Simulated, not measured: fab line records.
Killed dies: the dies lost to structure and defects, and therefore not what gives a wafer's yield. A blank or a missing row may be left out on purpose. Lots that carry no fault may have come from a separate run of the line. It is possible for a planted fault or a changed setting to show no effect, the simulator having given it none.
Which tool was responsible?	flow nand-harc	15 lots with 45 wafers sampled at 5 steps, on a route of 1159 steps

== WHAT THE GAUGES READ, wafer by wafer ==
NHARC_P_START_INSPECT_01.
lot	measured	on	raw-defect-count
L671	day 1 12:02	defect-inspect-01	4 3 3
L673	day 2 00:02	defect-inspect-01	5 4 3
L679	day 3 12:02	defect-inspect-02	1 1 1
L680	day 3 18:02	defect-inspect-01	7 1 1
L681	day 4 00:02	defect-inspect-02	3 6 3
L684	day 4 18:02	defect-inspect-02	3 0 2
L685	day 5 00:02	defect-inspect-01	3 5 3
L686	day 5 06:02	defect-inspect-02	3 3 4
L687	day 5 12:02	defect-inspect-02	7 4 7
L688	day 5 18:02	defect-inspect-02	4 3 3
L689	day 6 00:02	defect-inspect-01	2 5 5
L690	day 6 06:02	defect-inspect-02	2 1 4
L691	day 6 12:02	defect-inspect-02	4 1 7
L692	day 6 18:02	defect-inspect-01	4 1 2
L693	day 7 00:02	defect-inspect-02	3 2 1

NHARC_P_STI_OVL_MEAS_10.
lot	measured	on	overlay-x-nm (nm)	overlay-y-nm (nm)
L671	day 2 16:31	overlay-01	0 0 0	1 2 1
L673	day 2 22:58	overlay-02	-4 -4 -5	-6 -5 -6
L679	day 4 13:51	overlay-01	7 7 7	-1 -1 -1
L680	day 4 13:53	overlay-02	2 3 2	7 7 7
L681	day 4 22:51	overlay-01	4 4 5	-5 -5 -5
L684	day 5 19:47	overlay-02	1 1 1	-3 -4 -4
L685	day 5 19:37	overlay-01	-4 -4 -4	-3 -3 -4
L686	day 6 05:23	overlay-02	-5 -5 -5	-2 -2 -2
L687	day 6 13:44	overlay-01	1 0 1	-6 -6 -6
L688	day 6 13:34	overlay-02	8 8 7	7 7 6
L689	day 6 23:13	overlay-02	3 3 3	7 7 7
L690	day 7 05:23	overlay-01	-7 -7 -6	-3 -3 -3
L691	day 7 14:00	overlay-01	2 2 3	3 4 3
L692	day 7 14:10	overlay-02	-4 -4 -4	-2 -2 -1
L693	day 8 06:27	overlay-02	-2 -2 -2	-2 -2 -2

NHARC_P_STI_OCD_MEAS_43.
lot	measured	on	trench-foot-cd-nm (nm)
L671	day 2 17:43	ocd-02	155.9 157.6 159.1
L673	day 3 00:11	ocd-01	160.6 161.5 162.2
L679	day 4 15:03	ocd-01	159.0 162.0 157.0
L680	day 4 15:05	ocd-02	156.4 158.4 158.6
L681	day 5 00:04	ocd-01	158.7 154.8 154.9
L684	day 5 20:59	ocd-02	161.4 162.9 160.6
L685	day 5 20:52	ocd-01	156.8 155.9 155.7
L686	day 6 06:35	ocd-02	161.7 164.1 157.5
L687	day 6 15:03	ocd-01	163.0 155.2 160.0
L688	day 6 14:53	ocd-01	162.7 161.5 159.7
L689	day 7 00:25	ocd-01	158.3 159.1 158.8
L690	day 7 06:39	ocd-02	158.2 159.2 161.7
L691	day 7 15:24	ocd-01	153.8 154.2 156.9
L692	day 7 15:22	ocd-02	153.9 159.4 158.1
L693	day 8 07:41	ocd-02	158.5 158.7 159.2

NHARC_END_SORT_01.
lot	measured	on	killed-at-array	killed-at-other	killed-at-periphery	killed-dies	killed-open	killed-short
L679	day 22 07:05	prober-01	22 23 22	0 0 0	655 654 655	677 677 677	4 2 5	2 5 0
L680	day 22 00:01	prober-01	27 29 28	0 0 0	650 648 649	677 677 677	1 4 5	3 2 1
L681	day 22 22:37	prober-02	38 36 34	0 0 0	639 641 643	677 677 677	5 4 2	6 3 2

== WHAT TOOL EACH LOT RAN ON (gives the tool, then ch and the chambers of the sampled wafers, and finally the start) ==
lot	NHARC_P_STI_HM_DEP_30
L671	lpcvd-02 ch 0, day 2 12:19
L673	lpcvd-02 ch 0, day 2 18:53
L679	lpcvd-02 ch 0, day 4 09:46
L680	lpcvd-02 ch 1, day 4 09:46
L681	lpcvd-02 ch 0, day 4 18:44
L684	lpcvd-02 ch 0, day 5 15:26
L685	lpcvd-02 ch 1, day 5 15:26
L686	lpcvd-02 ch 0, day 6 01:16
L687	lpcvd-01 ch 1, day 6 09:20
L688	lpcvd-01 ch 1, day 6 09:20
L689	lpcvd-02 ch 1, day 6 19:04
L690	lpcvd-01 ch 0, day 7 01:17
L691	lpcvd-01 ch 1, day 7 09:48
L692	lpcvd-01 ch 1, day 7 09:48
L693	lpcvd-02 ch 1, day 7 20:09
- NHARC_P_STI_HM_DEP_30: deposits Si3N4, target thk 80 nm, time 873 s.

== WHAT THE TOOLS THEMSELVES READ (means of the sampled wafers that have a number; where no wafer has one, the mark that the record gives instead) ==
NHARC_P_STI_HM_DEP_30.
lot	tool	pressure-mtorr (mTorr)	run-length-s (s)	spike-tc-centre-C (C)	spike-tc-lower-C (C)
L671	lpcvd-02	299.9	904	791.5	790.4
L673	lpcvd-02	300.0	902	790.0	791.5
L679	lpcvd-02	-	-	-	-
L680	lpcvd-02	-	-	-	-
L681	lpcvd-02	-	-	-	-
L684	lpcvd-02	299.8	902	790.7	790.6
L685	lpcvd-02	299.6	894	792.4	789.4
L686	lpcvd-02	299.7	900	792.1	790.4
L687	lpcvd-01	299.6	894	789.2	788.1
L688	lpcvd-01	300.2	893	789.0	788.7
L689	lpcvd-02	300.3	892	792.7	790.1
L690	lpcvd-01	300.0	910	791.2	790.6
L691	lpcvd-01	299.7	891	790.0	789.4
L692	lpcvd-01	299.7	896	789.1	788.3
L693	lpcvd-02	299.0	887	792.2	789.0

== THE ANSWER, worked out from the rows above alone ==
Rule: what is usual is taken from the lots themselves. The widest of any qualifying gaps counts: lots, ordered by their means at a reading, are off when they make up no more than a third of the lots, leave a main group of 4 or more, and stand apart from it by 3 or more times the standard deviation of that group's means. A main group is skipped when, at the precision printed for the reading in the tables above, its means are all equal. Also off: a lot with no number at a reading for which 4 or more lots have one. Any other lot the step has rows for is counted as sound. Order of review: gauges by route order, followed by the tools' own readings, for which a lot's mean as printed above is used. At the first step where some lot is off, the reading lying furthest off is the one used; lots without a number count as furthest.
Off, at NHARC_P_STI_HM_DEP_30 on pressure-mtorr: L679, L680, L681. Without a number there: L679, L680, L681. The main group: mean 299.8 mTorr, standard deviation 0.32.
A tool fits if, at that step or a process step before it, it ran every lot that is off, and no sound lot after the first of them. No candidate that was tried fits.

== WHAT THE SIMULATOR HAD PUT IN ==
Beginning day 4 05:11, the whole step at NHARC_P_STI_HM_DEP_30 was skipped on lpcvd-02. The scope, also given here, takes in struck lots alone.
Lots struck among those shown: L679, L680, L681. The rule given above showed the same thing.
